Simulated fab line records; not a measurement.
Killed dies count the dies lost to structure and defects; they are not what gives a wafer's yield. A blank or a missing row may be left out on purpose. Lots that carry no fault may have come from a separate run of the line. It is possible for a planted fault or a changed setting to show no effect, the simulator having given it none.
A lot that was struck, set against a sound lot    flow nandHarc    14 out of 1302 route steps
Sound: the wafers L840.1, L840.2, L840.4. Wafers struck: L845.2, L845.5, L845.6. At the end, the cause is stated.
Each step with rows lists, per side, the tool, then ch with its chambers, then its first start. Under that, the readings that differ: sound wafers    struck wafers    difference of the means    sigmas: that difference in standard deviations of wafers without a fault.
alike: words and numbers the same on both sides, and readings whose means are apart by under 2 such deviations; not compared: readings that were withheld, readings missing a value for some wafer, numbers with overlapping values and no deviation given by the record, and bounds like >300 which may hide the same value.
A row with sigmas, a row that says differs or no value, or rows on one side alone: a step with any of these is where the two part. Non-overlapping numbers with no deviation appear without sigmas and do not part them. Lack of a reading on every wafer of one side parts them only where that side has two or more wafers.

NHARC_P_M0_CMP_23: polishes, t overpolish 20 s, target thk 117.54 nm.
  sound on cmp-04 ch 1,2,3, day 9 02:07; struck on cmp-01 ch 2,3, day 11 07:41
  alike: motorCurrentA, timeToEndpointS
NHARC_P_M0_THK_MEAS_24: measures by xrf.
  struck on filmMetro-02, day 11 07:58; sound on filmMetro-01, day 9 02:25
reading     sound              struck             difference  sigmas
thkNm (nm)  117.1 115.5 114.2  118.6 118.9 119.8  +3.5        +2
next, for these wafers, 1 step has no rows: NHARC_P_M0_SRD_25.
NHARC_P_M0_INSPECT_27:
  struck on defectInspect-01, day 11 08:08; sound on defectInspect-01, day 9 02:35
  alike: rawDefectCount
NHARC_P_M0_PRE_CLEAN_31: time 12 s.
  sound on pecvd-01 ch 1,2, day 9 02:40; struck on pecvd-03 ch 0,1, day 11 08:11
  alike: heaterPowerOuterW, heaterPowerW
  not compared: sinceWetCleanH
NHARC_P_M0_DEP_32: deposits SiCN, target thk 30 nm.
  sound on pecvd-01 ch 1,2, day 9 02:46; struck on pecvd-03 ch 0,1, day 11 08:16
reading                     sound              struck             difference  sigmas
chamberPressureTorr (Torr)  2.998 2.989 2.987  3.007 3.003 3.006  +0.014      +2
  alike: heaterPowerOuterW, heaterPowerW
  not compared: sinceWetCleanH
then, 5 steps without rows for these wafers: NHARC_P_M1_DEP_00 (deposits SiOC, target thk 182.5 nm); NHARC_P_M1_DEHYDRATE_01 (time 120 s); NHARC_P_M1_HMDS_02 (time 30 s); NHARC_P_M1_COAT_34 (time 65 s); NHARC_P_M1_COAT_03 (resist thk 90 nm).
NHARC_P_M1_SOFTBAKE_04: time 55 s.
  sound on lithoTrack-04 ch 0, day 9 03:00; struck on lithoTrack-04 ch 0, day 11 09:00
reading                sound                 struck                difference  sigmas
heaterPowerTotalW (W)  188.37 188.40 188.51  185.20 185.10 185.22  -3.25       -23
next, for these wafers, 1 step has no rows: NHARC_P_M1_EBR_05.
NHARC_END_SORT_01:
  the record has rows for the sound wafers here (prober-01 ch 0, day 27 17:01) and none for the struck ones

## WHERE THEY PART
At NHARC_P_M0_THK_MEAS_24 first; at NHARC_END_SORT_01 last (within this record only).

WHY: what had been put in by the simulator
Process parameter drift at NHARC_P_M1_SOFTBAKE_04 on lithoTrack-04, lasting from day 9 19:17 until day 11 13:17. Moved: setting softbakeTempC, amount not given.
